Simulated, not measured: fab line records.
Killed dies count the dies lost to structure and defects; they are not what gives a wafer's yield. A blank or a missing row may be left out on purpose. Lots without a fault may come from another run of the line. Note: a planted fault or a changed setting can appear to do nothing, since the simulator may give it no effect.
Lot-split experiment || flow n5Finfet || route with 1938 steps; 7 lots, 21 wafers read

THE SPLIT ITSELF
At N5_BEOL_M7_ETCH_61 (etches SiARC in CF4, target depth 45.5 nm, time 75.8 s), the setting sourceW was moved away from the recipe's 545 W on 9 of the 21 wafers read, by -16.3% to +9.5%. All remaining wafers had this setting at the recipe value.

The reading is taken at the split's own step.

THE READING
rfVppV, in V, at N5_BEOL_M7_ETCH_61 (etches SiARC in CF4, target depth 45.5 nm, time 75.8 s). On this fab line, fault-free wafers typically give 183.3 V with a standard deviation of 0.97 V.

{"wafer": "L076.1", "tool, chamber at the split": "rieDiel-06, 2", "sourceW as run, W": 545, "against the recipe": "recipe", "rfVppV, V": 183.6, "against lot-mates on the recipe": "-"}
{"wafer": "L076.2", "tool, chamber at the split": "rieDiel-06, 3", "sourceW as run, W": 456.4, "against the recipe": "-16.3%", "rfVppV, V": 194.9, "against lot-mates on the recipe": "+11.0"}
{"wafer": "L076.5", "tool, chamber at the split": "rieDiel-06, 1", "sourceW as run, W": 545, "against the recipe": "recipe", "rfVppV, V": 184.3, "against lot-mates on the recipe": "-"}
{"wafer": "L075.1", "tool, chamber at the split": "rieDiel-06, 2", "sourceW as run, W": 545, "against the recipe": "recipe", "rfVppV, V": 184.6, "against lot-mates on the recipe": "-"}
{"wafer": "L075.2", "tool, chamber at the split": "rieDiel-06, 3", "sourceW as run, W": 596.9, "against the recipe": "+9.5%", "rfVppV, V": 178.3, "against lot-mates on the recipe": -6.3}
{"wafer": "L075.4", "tool, chamber at the split": "rieDiel-06, 0", "sourceW as run, W": 596.9, "against the recipe": "+9.5%", "rfVppV, V": 178.1, "against lot-mates on the recipe": -6.5}
{"wafer": "L079.3", "tool, chamber at the split": "rieDiel-01, 1", "sourceW as run, W": 512, "against the recipe": "-6.1%", "rfVppV, V": 187.6, "against lot-mates on the recipe": "+2.6"}
{"wafer": "L079.4", "tool, chamber at the split": "rieDiel-01, 0", "sourceW as run, W": 545, "against the recipe": "recipe", "rfVppV, V": 184.9, "against lot-mates on the recipe": "-"}
{"wafer": "L079.5", "tool, chamber at the split": "rieDiel-01, 3", "sourceW as run, W": 545, "against the recipe": "recipe", "rfVppV, V": 185.1, "against lot-mates on the recipe": "-"}
{"wafer": "L080.2", "tool, chamber at the split": "rieDiel-06, 1", "sourceW as run, W": 545, "against the recipe": "recipe", "rfVppV, V": 181.8, "against lot-mates on the recipe": "-"}
{"wafer": "L080.3", "tool, chamber at the split": "rieDiel-06, 0", "sourceW as run, W": 477.3, "against the recipe": "-12.4%", "rfVppV, V": 192.3, "against lot-mates on the recipe": "+10.7"}
{"wafer": "L080.5", "tool, chamber at the split": "rieDiel-06, 1", "sourceW as run, W": 545, "against the recipe": "recipe", "rfVppV, V": 181.4, "against lot-mates on the recipe": "-"}
{"wafer": "L089.2", "tool, chamber at the split": "rieDiel-01, 0", "sourceW as run, W": 515.7, "against the recipe": "-5.4%", "rfVppV, V": 186.9, "against lot-mates on the recipe": "+3.1"}
{"wafer": "L089.3", "tool, chamber at the split": "rieDiel-01, 2", "sourceW as run, W": 545, "against the recipe": "recipe", "rfVppV, V": 183.8, "against lot-mates on the recipe": "-"}
{"wafer": "L089.6", "tool, chamber at the split": "rieDiel-01, 2", "sourceW as run, W": 515.7, "against the recipe": "-5.4%", "rfVppV, V": 187.5, "against lot-mates on the recipe": "+3.7"}
{"wafer": "L092.1", "tool, chamber at the split": "rieDiel-06, 1", "sourceW as run, W": 545, "against the recipe": "recipe", "rfVppV, V": 181.2, "against lot-mates on the recipe": "-"}
{"wafer": "L092.3", "tool, chamber at the split": "rieDiel-06, 2", "sourceW as run, W": 545, "against the recipe": "recipe", "rfVppV, V": 183.1, "against lot-mates on the recipe": "-"}
{"wafer": "L092.4", "tool, chamber at the split": "rieDiel-06, 3", "sourceW as run, W": 545, "against the recipe": "recipe", "rfVppV, V": 182.7, "against lot-mates on the recipe": "-"}
{"wafer": "L097.2", "tool, chamber at the split": "rieDiel-01, 2", "sourceW as run, W": 592.4, "against the recipe": "+8.7%", "rfVppV, V": 178.8, "against lot-mates on the recipe": -5.4}
{"wafer": "L097.5", "tool, chamber at the split": "rieDiel-01, 1", "sourceW as run, W": 545, "against the recipe": "recipe", "rfVppV, V": 184.2, "against lot-mates on the recipe": "-"}
{"wafer": "L097.6", "tool, chamber at the split": "rieDiel-01, 0", "sourceW as run, W": 592.4, "against the recipe": "+8.7%", "rfVppV, V": 177.6, "against lot-mates on the recipe": -6.6}

THE FIT
A straight line over all 21 wafers: rfVppV changes by -0.651 V for each +1% of sourceW; r = -0.97; the points scatter about the line by 1.1 V.
The same after taking each lot's own level away (the mean of its wafers on the recipe; 21 wafers): -0.697 V for each +1%; r = -0.99; scatter 0.75 V.
The reading moves by 11 V for the largest change in sourceW, on that fit.
From 181.60 to 185.00 V: that is the span of the lots' own levels, equal to 3.5 times the standard deviation above.
Consequently the slope shifts little with the lot-to-lot level, the two slopes agreeing.
Check: for one of the wafers moved furthest among these (-16.3%), held out of the fit, the line's prediction against its lot-mates is +11.5 V. It came out at +11 V against them.
Tool readings at the split's step, against how far the setting was moved: etchRfOnTimeS r = -0.91; rfVppV r = -0.97.

OTHER SPLITS APPLIED TO THESE WAFERS
Note: prior to the reading, these wafers also went through further splits. Each is held against what the fit with the lots' levels taken away leaves over:
{"other split on the same wafers": "N5_BEOL_M0_SAQP_ETCH_88 sourceW", "wafers away from the commonest value": 9, "r with rfVppV (lot level and that fit taken away)": -0.01}
{"other split on the same wafers": "N5_BEOL_M1_EXPOSE_25 doseMj", "wafers away from the commonest value": 5, "r with rfVppV (lot level and that fit taken away)": -0.52}
{"other split on the same wafers": "N5_BEOL_M3_ETCH_70 sourceW", "wafers away from the commonest value": 7, "r with rfVppV (lot level and that fit taken away)": -0.13}
{"other split on the same wafers": "N5_BEOL_M3_ETCH_41 targetDepthA", "wafers away from the commonest value": 5, "r with rfVppV (lot level and that fit taken away)": -0.36}
{"other split on the same wafers": "N5_BEOL_M4_DESCUM_16 timeS", "wafers away from the commonest value": 5, "r with rfVppV (lot level and that fit taken away)": "+0.15"}
{"other split on the same wafers": "N5_BEOL_M4_ETCH_64 biasW", "wafers away from the commonest value": 7, "r with rfVppV (lot level and that fit taken away)": -0.01}
{"other split on the same wafers": "N5_BEOL_M5_ETCH_68 timeS", "wafers away from the commonest value": 7, "r with rfVppV (lot level and that fit taken away)": -0.30}
{"other split on the same wafers": "N5_BEOL_M5_TRENCH_ETCH_37 biasW", "wafers away from the commonest value": 6, "r with rfVppV (lot level and that fit taken away)": "+0.00"}

THE WHOLE CHAIN: every reading that the file lists as answering this split, in the file's order
{"step": "N5_BEOL_M7_ETCH_61", "what it does": "etches SiARC in CF4, target depth 45.5 nm, time 75.8 s", "reading": "etchRfOnTimeS", "change (the file's fit)": "withheld for each +1% of the setting", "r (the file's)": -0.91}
{"step": "N5_BEOL_M7_ETCH_61", "what it does": "etches SiARC in CF4, target depth 45.5 nm, time 75.8 s", "reading": "rfVppV", "change (the file's fit)": "-0.703 V for each +1% of the setting", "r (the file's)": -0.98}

FILE'S OWN FIT
rfVppV changes by -0.703 V for each +1% of sourceW, r = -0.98.
